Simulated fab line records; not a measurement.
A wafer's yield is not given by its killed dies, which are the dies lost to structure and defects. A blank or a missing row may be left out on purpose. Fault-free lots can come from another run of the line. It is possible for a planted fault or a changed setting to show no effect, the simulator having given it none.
Comparing a struck lot with a sound one    flow nand-harc    40 steps out of a route of 1159
Sound: these wafers, L732.1, L732.2, L732.5. Wafers L737.1, L737.2, L737.6 were the ones struck. The cause comes at the end.
Per side, at each step with rows, come the tool, then ch with its chambers, and then its first start. Under that, the readings that differ: sound wafers    struck wafers    difference of the means    sigmas: that difference in standard deviations of wafers without a fault.
alike: readings whose means differ by less than 2 such deviations, and words and numbers that are the same on both sides. not compared: withheld readings, readings that some wafer has no value for, bounds like >300 that may hide the same value, and numbers for which the record gives no deviation and whose values overlap.
The two part at a step that has a row with sigmas, a row that says differs or no value, or rows on one side only. Non-overlapping numbers with no deviation appear without sigmas and do not part them. Lack of a reading on every wafer of one side parts them only where that side has two or more wafers.

NHARC_P_M2_OVL_MEAS_10: pitch 340 nm.
  sound on overlay-01, day 6 15:28; struck on overlay-01, day 7 19:23
reading            sound           struck       difference  sigmas
overlay-x-nm (nm)  -1.4 -1.3 -1.6  0.7 0.9 0.5  +2.1        +2
  alike: overlay-y-nm
NHARC_P_M2_INSPECT_11:
  sound on defect-inspect-02, day 6 15:30; struck on defect-inspect-01, day 7 19:25
  alike: raw-defect-count
then, 3 steps without rows for these wafers: NHARC_P_M2_DESCUM_14 (chemistry O2, time 3 s); NHARC_P_M2_ETCH_35 (etches the open film in N2/H2, target depth 40 nm, overetch 12 nm, time 43.94 s); NHARC_P_M2_ETCH_15 (etches the open film in C4F8/Ar, target depth 182.5 nm, time 91.2 s).
NHARC_P_M2_CD_MEAS_16:
  sound on cd-sem-03, day 6 15:52; struck on cd-sem-01, day 7 19:47
  alike: cd-nm
NHARC_P_M2_STRIP_18: strips in N2/H2.
  sound on rie-diel-03 ch 2,3, day 6 15:56; struck on rie-diel-03 ch 0,1, day 7 19:53
  alike: drypump-motor-current-A, oes-product-au, rf-vpp-V, showerhead-plenum-p-Torr, throttle-valve-pct
  not compared: rf-hours-counter-h
then, 5 steps without rows for these wafers: NHARC_P_M2_ETCH_28 (etches the open film in CF4/N2, target depth 30 nm, time 72.99 s); NHARC_P_M2_STRIP_19 (strips in post etch residue remover, time 600 s); NHARC_P_M2_DEGAS_29 (time 60 s); NHARC_P_M2_PRE_CLEAN_30 (time 30 s); NHARC_P_M2_PVD_20 (deposits TaN, target thk 5 nm, time 8.06 s).
NHARC_P_M2_PVD_21: deposits Cu, target thk 30 nm, time 20.49 s.
  sound on pvd-sputter-02, day 6 16:48; struck on pvd-sputter-03, day 7 20:45
  alike: substrate-temp-c, throttle-valve-pct
then, 2 steps without rows for these wafers: NHARC_P_M2_ECD_22 (material Cu, target thk 400 nm); NHARC_P_M2_ANNEAL_31 (time 90 s).
NHARC_P_M2_CMP_23: polishes, t overpolish 20 s, target thk 144.3 nm.
  sound on cmp-02 ch 0,2,3, day 6 17:41; struck on cmp-02 ch 0,2,3, day 7 21:41
  alike: motor-current-A, time-to-endpoint-s
following that, these wafers have no rows for 1 step: NHARC_P_M2_SRD_25.
NHARC_P_M2_PRE_CLEAN_32: time 12 s.
  sound on pecvd-04 ch 0,2, day 6 18:13; struck on pecvd-02 ch 0,1,2, day 7 22:10
  alike: heater-power-w
NHARC_P_M2_DEP_33: deposits SiCN, target thk 30 nm.
  sound on pecvd-04 ch 0,2, day 6 18:19; struck on pecvd-02 ch 0,1,2, day 7 22:15
  alike: heater-power-w, showerhead-vpp-V
then, 2 steps without rows for these wafers: NHARC_P_BONDPAD_DEP_00 (deposits SiCN, target thk 250 nm); NHARC_P_BONDPAD_CMP_32 (polishes SiCN, target thk 200 nm).
NHARC_P_BONDPAD_THK_MEAS_33: measures by ellipsometry.
  sound on film-metro-01, day 6 19:21; struck on film-metro-02, day 7 23:20
  alike: thk-nm
then, 10 steps without rows for these wafers: NHARC_P_BONDPAD_SRD_34; NHARC_P_BONDPAD_DEHYDRATE_01 (time 120 s); NHARC_P_BONDPAD_HMDS_02 (time 30 s); NHARC_P_BONDPAD_COAT_36 (time 65 s); NHARC_P_BONDPAD_COAT_03 (resist thk 600 nm); NHARC_P_BONDPAD_SOFTBAKE_04 (time 70 s); NHARC_P_BONDPAD_EBR_05; NHARC_P_BONDPAD_EXPOSE_06 (exposes mask P BPAD); NHARC_P_BONDPAD_PEB_07 (peb time 80 s); NHARC_P_BONDPAD_DEVELOP_08 (time 50 s).
NHARC_P_BONDPAD_CD_MEAS_09 targets a cd of 500 nm.
  sound on cd-sem-01 ch 0, day 6 19:55; struck on cd-sem-01 ch 0, day 7 23:55
reading     sound              struck             difference  sigmas
cd-nm (nm)  501.2 501.2 502.3  498.8 496.8 498.5  -3.5        -3
NHARC_P_BONDPAD_OVL_MEAS_38:
  sound on overlay-02, day 6 20:00; struck on overlay-02, day 8 00:01
  alike: overlay-x-nm, overlay-y-nm
then, 2 steps without rows for these wafers: NHARC_P_BONDPAD_HARDBAKE_10 (time 65 s); NHARC_P_BONDPAD_DESCUM_11 (chemistry O2, time 3 s).
NHARC_P_BONDPAD_ETCH_37: etches the open film in N2/H2, target depth 60 nm, overetch 18 nm, time 65.91 s.
  sound on rie-diel-11 ch 0,2,3, day 6 20:13; struck on rie-diel-06 ch 1,2, day 8 00:16
reading                          sound              struck             difference  sigmas
drypump-motor-current-A (A)      4.6 5.5 5.6        5.8 6.4 6.4        +1.0        +2
rf-vpp-V (V)                     436.2 436.0 436.0  433.1 427.6 427.3  -6.7        -3
showerhead-plenum-p-Torr (Torr)  2.19 2.20 2.21     2.16 1.91 1.91     -0.21       -3
  alike: oes-product-au, throttle-valve-pct
  not compared: rf-hours-counter-h
then, 1 step without rows for these wafers: NHARC_P_BONDPAD_ETCH_12 (etches the open film in CHF3/O2, target depth 200 nm, time 100 s).
NHARC_P_BONDPAD_CD_MEAS_13:
  sound on cd-sem-03, day 6 20:26; struck on cd-sem-03, day 8 00:29
  alike: cd-nm
-- jump in the record: it breaks off in module P_BONDPAD and resumes in module END (first step shown: number 1159 of the route), and 13 days separate the struck wafers' starts before and after --
NHARC_END_SORT_01:
  at this point the record logs the struck wafers (prober-02 ch 0, day 20 22:17) and has no rows for the sound ones

WHERE THEY PART
Earliest at NHARC_P_M2_OVL_MEAS_10; latest, in this record, at NHARC_END_SORT_01.

WHY: what had been put in by the simulator
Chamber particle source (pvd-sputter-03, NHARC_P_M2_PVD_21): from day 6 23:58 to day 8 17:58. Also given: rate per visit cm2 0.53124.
